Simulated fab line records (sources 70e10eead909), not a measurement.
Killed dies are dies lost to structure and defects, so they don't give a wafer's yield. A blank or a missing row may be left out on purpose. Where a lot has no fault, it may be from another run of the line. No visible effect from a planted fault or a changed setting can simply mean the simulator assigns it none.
Matching of chambers | flow nand harc | NHARC_A_CONTACT_DEP_85 on pecvd-02 has 3 sister chambers
The step deposits SiON, target thk 60 nm. 20 wafers are shown with their chamber, then 10 later ones without.

WAFERS, EACH WITH ITS CHAMBER
wafer  | chamber | heater power w (W)
L077.2 | 0       | 685
L077.4 | 0       | 688
L077.5 | 1       | 721
L079.2 | 1       | 775
L079.4 | 2       | 843
L079.5 | 1       | 776
L080.1 | 2       | 812
L080.2 | 1       | 762
L080.6 | 2       | 827
L081.1 | 1       | 777
L081.4 | 2       | 757
L081.5 | 0       | 728
L091.2 | 0       | 781
L091.3 | 2       | 790
L091.4 | 1       | 734
L088.2 | 1       | 733
L088.5 | 0       | 739
L088.6 | 2       | 728
L093.1 | 0       | 758
L093.2 | 2       | 729

SIGNATURES (averages over the wafers above)
reading        | chamber 0 | chamber 1 | chamber 2 | scatter within a chamber
heater power w | 729.83    | 754.00    | 783.71    | 37.4
Rule: a wafer's distance from a chamber is the root of the sum, over the readings, of the square of ((its reading less the chamber's mean) divided by the reading's scatter). If the next closest chamber is less than 2 further off than the closest, the wafer can't be placed; otherwise it belongs to the closest. How the scatter is found: for the shown wafers, subtract from each reading the mean of its chamber, square and add these, divide the total by (wafers less chambers), then take the root.

WAFERS WHOSE CHAMBER IS MISSING
wafer  | heater power w (W)
L093.5 | 726
L093.3 | 680
L093.4 | 781
L093.6 | 670
L094.1 | 695
L094.2 | 832
L094.3 | 789
L094.4 | 782
L094.5 | 708
L094.6 | 829

WHICH CHAMBER EACH WENT THROUGH
wafer  | from the rows above          | in truth
L093.5 | can't be placed: 0 or 1 or 2 | 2
L093.3 | can't be placed: 0 or 1 or 2 | 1
L093.4 | can't be placed: 2 or 1 or 0 | 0
L093.6 | can't be placed: 0 or 1 or 2 | 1
L094.1 | can't be placed: 0 or 1 or 2 | 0
L094.2 | can't be placed: 2 or 1 or 0 | 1
L094.3 | can't be placed: 2 or 1 or 0 | 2
L094.4 | can't be placed: 2 or 1 or 0 | 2
L094.5 | can't be placed: 0 or 1 or 2 | 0
L094.6 | can't be placed: 2 or 1 or 0 | 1
Correctly placed: 0 of 10. These rows do not allow placing 10 (true chamber among the candidates in 10). Placed wrongly: 0.
